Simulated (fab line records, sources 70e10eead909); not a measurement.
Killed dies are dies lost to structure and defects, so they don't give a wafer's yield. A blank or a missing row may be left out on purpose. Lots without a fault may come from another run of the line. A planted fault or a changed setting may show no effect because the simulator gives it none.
Which tool did it? | flow nand_harc | 14 lots, 42 wafers sampled, at 5 steps of a route of 1159

WHAT THE GAUGES READ, wafer by wafer
NHARC_A_BONDPAD_THK_MEAS_20: measures by xrf.
lot  | measured     | on            | thk_nm (nm)
L993 | day 18 05:51 | film_metro-01 | 169.0 170.2 168.7
L996 | day 18 14:41 | film_metro-01 | 170.0 172.8 171.8
L994 | day 18 14:01 | film_metro-02 | 170.2 169.0 169.2
L995 | day 18 14:22 | film_metro-01 | 170.8 170.9 170.6
L997 | day 19 07:13 | film_metro-02 | 170.0 172.6 171.4
L998 | day 19 06:53 | film_metro-02 | 171.2 169.6 169.4
L102 | day 20 10:31 | film_metro-01 | 168.0 170.6 172.2
L104 | day 21 07:19 | film_metro-01 | 171.5 170.1 169.0
L109 | day 22 10:07 | film_metro-02 | 170.9 170.5 167.7
L110 | day 22 10:37 | film_metro-02 | 169.0 171.1 168.4
L112 | day 23 05:13 | film_metro-01 | 169.5 172.5 168.4
L114 | day 23 12:13 | film_metro-01 | 169.6 169.0 167.9
L113 | day 23 12:49 | film_metro-02 | 170.2 170.6 171.7
L115 | day 24 20:04 | film_metro-01 | 167.8 171.0 170.0

NHARC_HYBRID_BOND_OVL_MEAS_05.
lot  | measured     | on         | overlay_x_nm (nm) | overlay_y_nm (nm)
L993 | day 18 16:11 | overlay-01 | -60 -3 0          | 33 20 18
L996 | day 19 03:10 | overlay-01 | 50 -23 10         | -3 -46 -46
L994 | day 19 03:09 | overlay-01 | -24 -52 -16       | 39 -12 -4
L995 | day 19 03:09 | overlay-02 | 27 -49 -47        | 0 18 45
L997 | day 19 18:29 | overlay-02 | 59 27 20          | 21 36 15
L998 | day 19 18:29 | overlay-01 | 62 32 50          | -52 34 50
L102 | day 20 17:36 | overlay-02 | 6 14 45           | 33 -38 70
L104 | day 21 14:41 | overlay-01 | 41 6 3            | -34 42 -73
L109 | day 22 21:14 | overlay-02 | -43 -18 42        | 1 27 10
L110 | day 22 21:14 | overlay-02 | -17 -34 -33       | 80 41 57
L112 | day 23 18:46 | overlay-02 | 13 47 -9          | -5 12 1
L114 | day 23 18:48 | overlay-01 | 5 28 23           | 23 4 -1
L113 | day 24 02:36 | overlay-02 | 12 -39 -4         | -18 2 -71
L115 | day 25 05:59 | overlay-01 | -11 -16 -7        | 27 -6 -33

NHARC_END_SORT_01.
lot  | measured     | on        | killed_at_array | killed_at_other | killed_at_periphery | killed_dies | killed_open | killed_short
L102 | day 21 11:17 | prober-01 | 100 91 69       | 1 4 1           | 2 5 2               | 103 100 72  | 1 4 3       | 2 2 1
L104 | day 22 10:04 | prober-02 | 104 86 76       | 1 0 0           | 4 1 3               | 109 87 79   | 3 2 3       | 4 0 2

WHICH TOOL RAN EACH LOT (tool, then ch and the chambers of the sampled wafers, then the start)
lot  | NHARC_A_STAIRCASE_STRIP_206         | NHARC_A_BONDPAD_PRE_CLEAN_26
L993 | wet_bench-09 ch 1,2,6, day 10 22:48 | pvd_sputter-03, day 18 05:51 or earlier
L996 | wet_bench-09 ch 1,2,7, day 11 18:34 | pvd_sputter-03, day 18 14:41 or earlier
L994 | wet_bench-04 ch 3,5,7, day 11 19:20 | pvd_sputter-02, day 18 14:01 or earlier
L995 | wet_bench-06 ch 1,2,3, day 11 21:52 | pvd_sputter-03, day 18 14:22 or earlier
L997 | wet_bench-06 ch 0,2,6, day 12 07:33 | pvd_sputter-03, day 19 07:13 or earlier
L998 | wet_bench-09 ch 3,5,6, day 12 08:16 | pvd_sputter-02, day 19 06:53 or earlier
L102 | wet_bench-09 ch 0,5,6, day 13 14:34 | pvd_sputter-01, day 20 10:31 or earlier
L104 | wet_bench-09 ch 1,5,6, day 14 16:19 | pvd_sputter-03, day 21 07:19 or earlier
L109 | wet_bench-06 ch 0,1,4, day 15 13:52 | pvd_sputter-01, day 22 10:07 or earlier
L110 | wet_bench-04 ch 3,4,7, day 15 17:48 | pvd_sputter-02, day 22 10:37 or earlier
L112 | wet_bench-04 ch 0,6,7, day 16 07:31 | pvd_sputter-02, day 23 05:13 or earlier
L114 | wet_bench-04 ch 1,3,4, day 16 13:28 | pvd_sputter-03, day 23 12:13 or earlier
L113 | wet_bench-06 ch 0,4,5, day 16 18:40 | pvd_sputter-01, day 23 12:49 or earlier
L115 | wet_bench-06 ch 0,3,5, day 17 11:40 | pvd_sputter-01, day 24 20:04 or earlier
- NHARC_A_STAIRCASE_STRIP_206: strips in SPM, time 900 s.
- NHARC_A_BONDPAD_PRE_CLEAN_26: time 30 s.

WHAT THE TOOLS THEMSELVES READ (means of the sampled wafers that have a number; where no wafer has one, the mark that the record gives instead)
NHARC_A_STAIRCASE_STRIP_206.
lot  | tool         | bath_guard_temp_C (C)
L993 | wet_bench-09 | 130.1
L996 | wet_bench-09 | 130.0
L994 | wet_bench-04 | 130.5
L995 | wet_bench-06 | 130.1
L997 | wet_bench-06 | 130.2
L998 | wet_bench-09 | 130.5
L102 | wet_bench-09 | 130.7
L104 | wet_bench-09 | 130.4
L109 | wet_bench-06 | 130.2
L110 | wet_bench-04 | 130.5
L112 | wet_bench-04 | 130.0
L114 | wet_bench-04 | 130.1
L113 | wet_bench-06 | 130.1
L115 | wet_bench-06 | 129.9

NHARC_A_BONDPAD_PRE_CLEAN_26.
lot  | tool           | heater_power_w (W)
L993 | pvd_sputter-03 | 430
L996 | pvd_sputter-03 | 417
L994 | pvd_sputter-02 | 400
L995 | pvd_sputter-03 | 418
L997 | pvd_sputter-03 | 396
L998 | pvd_sputter-02 | 404
L102 | pvd_sputter-01 | 410
L104 | pvd_sputter-03 | 414
L109 | pvd_sputter-01 | 447
L110 | pvd_sputter-02 | 407
L112 | pvd_sputter-02 | 414
L114 | pvd_sputter-03 | 393
L113 | pvd_sputter-01 | 404
L115 | pvd_sputter-01 | 398

THE ANSWER, worked out from the rows above alone
Rule: what is usual is taken from the lots themselves. Put in order of their means at a reading, lots are off if they are a third of the lots or fewer, leave a main group of 4 or more, and stand apart from it by a gap of 3 or more times the standard deviation of the main group's means; of several such gaps the widest counts. A main group whose means are all the same, to the digits that the tables above print for the reading, isn't used. A lot without any number at a reading at which 4 lots or more have one is off too. The other lots that the step has rows for count as sound. The gauges are gone through in route order, then the tools' own readings, and for those a lot's mean is taken as printed above. The first step at which some lot is off is used, and at that step the reading that is off furthest; a lot without a number counts as furthest.
No lot is off at any reading shown: from this, nothing can be told.

WHAT THE SIMULATOR HAD PUT IN
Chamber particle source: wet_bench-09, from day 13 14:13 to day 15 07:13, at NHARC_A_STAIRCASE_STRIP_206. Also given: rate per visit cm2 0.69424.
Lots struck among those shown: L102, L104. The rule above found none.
